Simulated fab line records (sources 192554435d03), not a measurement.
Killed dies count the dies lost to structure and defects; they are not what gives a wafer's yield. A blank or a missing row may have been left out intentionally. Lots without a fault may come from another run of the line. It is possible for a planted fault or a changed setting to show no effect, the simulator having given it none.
Comparing a struck lot with a sound one ; flow n5-finfet ; 16 out of 1938 route steps
Sound: these wafers, L271.1, L271.2, L271.3. Wafers L274.3, L274.4, L274.5 were the ones struck. The cause is given at the end.
Per side, at each step with rows, come the tool, then ch with its chambers, and then its first start. Under that, the readings that differ: sound wafers ; struck wafers ; difference of the means ; sigmas: that difference in standard deviations of wafers without a fault.
alike: words and numbers the same on both sides, and readings whose means are apart by under 2 such deviations; not compared: readings that were withheld, readings missing a value for some wafer, numbers with overlapping values and no deviation given by the record, and bounds like >300 which may hide the same value.
The two part at a step that has a row with sigmas, a row that says differs or no value, or rows on one side only. Non-overlapping numbers with no deviation appear without sigmas and do not part them. A reading missing from all wafers of one side parts the sides only when that side holds two or more wafers.

N5_HKMG_FIN_ETCH_31: etches SiARC in CF4, target depth 45.5 nm, time 75.8 s.
  sound on rie-diel-01 ch 1,2,3, day 4 10:19; struck on rie-diel-01 ch 0,1,3, day 5 03:06
  alike: bias-w, cf4-flow-sccm, drypump-motor-current-A, etch-rf-on-time-s, oes-product-au, rf-vpp-V, showerhead-plenum-p-Torr, throttle-valve-pct
  not compared: rf-hours-counter-h
then, 2 steps without rows for these wafers: N5_HKMG_FIN_ETCH_32 (etches SOC in N2/H2, target depth 240 nm, time 300 s); N5_HKMG_FIN_STRIP_33 (strips in N2/H2).
N5_HKMG_FIN_STRIP_34: strips in CF4.
  sound on rie-diel-01 ch 1,2,3, day 4 10:34; struck on rie-diel-01 ch 0,1,3, day 5 03:20
  alike: drypump-motor-current-A, oes-product-au, rf-vpp-V, showerhead-plenum-p-Torr, throttle-valve-pct
  not compared: rf-hours-counter-h
N5_HKMG_FIN_ETCH_35: etches SOC in N2/H2, target depth 215.8 nm, time 243.4 s.
  sound on rie-diel-01 ch 1,2,3, day 4 10:35; struck on rie-diel-01 ch 0,1,3, day 5 03:22
  alike: bias-w, chamber-pressure-mTorr, drypump-motor-current-A, n2-flow-sccm, oes-product-au, rf-vpp-V, showerhead-plenum-p-Torr, throttle-valve-pct
  not compared: rf-hours-counter-h
then, 2 steps without rows for these wafers: N5_HKMG_FIN_STRIP_92 (strips SOC in N2/H2, time 20 s); N5_HKMG_FIN_WET_ETCH_18 (etches TiN in SC1, time 55 s, target depth 5.2 nm, rinse time 30 s).
N5_HKMG_FIN_STRIP_19: strips in N2/H2, time 360 s.
  sound on plasma-asher-01 ch 0,1, day 4 10:52; struck on plasma-asher-02 ch 0,1, day 5 04:17
reading;sound;struck;difference;sigmas
heater-power-w (W);447 444 439;469 471 466;+25;+2
  alike: drypump-motor-current-A, n2-flow-sccm
  not compared: rf-hours-counter-h
then, 3 steps without rows for these wafers: N5_HKMG_FIN_ALD_91 (deposits TiN, target thk 1 nm, pulse time 1 s, purge time 3 s); N5_HKMG_FIN_COAT_85 (time 60 s, resist thk 300 nm); N5_HKMG_FIN_ETCH_86 (etches SOC in N2/H2, stops on TiN, target depth 393.2 nm).
N5_HKMG_FIN_STRIP_89: strips SOC in N2/H2, time 20 s.
  sound on rie-diel-03 ch 0,2,3, day 4 11:39; struck on rie-diel-03 ch 0,1,3, day 5 04:57
  alike: drypump-motor-current-A, n2-flow-sccm, oes-product-au, rf-vpp-V, showerhead-plenum-p-Torr, throttle-valve-pct
  not compared: rf-hours-counter-h
N5_HKMG_FIN_WET_ETCH_87: etches TiN in SC1, time 154.2 s, target depth 4.7 nm, rinse time 30 s.
  sound on wet-bench-01 ch 0,1,7, day 4 11:45; struck on wet-bench-02 ch 0,1,5, day 5 05:03
  no value came back on the struck wafers for bath-guard-temp-C (C), bath-heat-duty-pct (%), time-s (s); on the sound wafers bath-guard-temp-C (C) reads 49.5 50.6 49.5
then, 1 step without rows for these wafers: N5_HKMG_FIN_STRIP_88 (strips in N2/H2, time 360 s).
N5_BEOL_M4_RC_MEAS_101:
  the record has rows for the sound wafers here (prober-02 ch 0, day 8 08:07) and none for the struck ones
-- the record jumps here: 8 days lie between the struck wafers' starts before and after (it left off in module BEOL_M4 and takes up again in module PASSIVATION, whose first step shown is number 1936 of the route) --
N5_PASSIVATION_PROBE_49:
  the record has rows for the struck wafers here (prober-01, day 13 03:34) and none for the sound ones

WHERE THEY PART
Last at N5_PASSIVATION_PROBE_49 as far as this record goes, first at N5_HKMG_FIN_STRIP_19.

WHY: whatever the simulator had introduced
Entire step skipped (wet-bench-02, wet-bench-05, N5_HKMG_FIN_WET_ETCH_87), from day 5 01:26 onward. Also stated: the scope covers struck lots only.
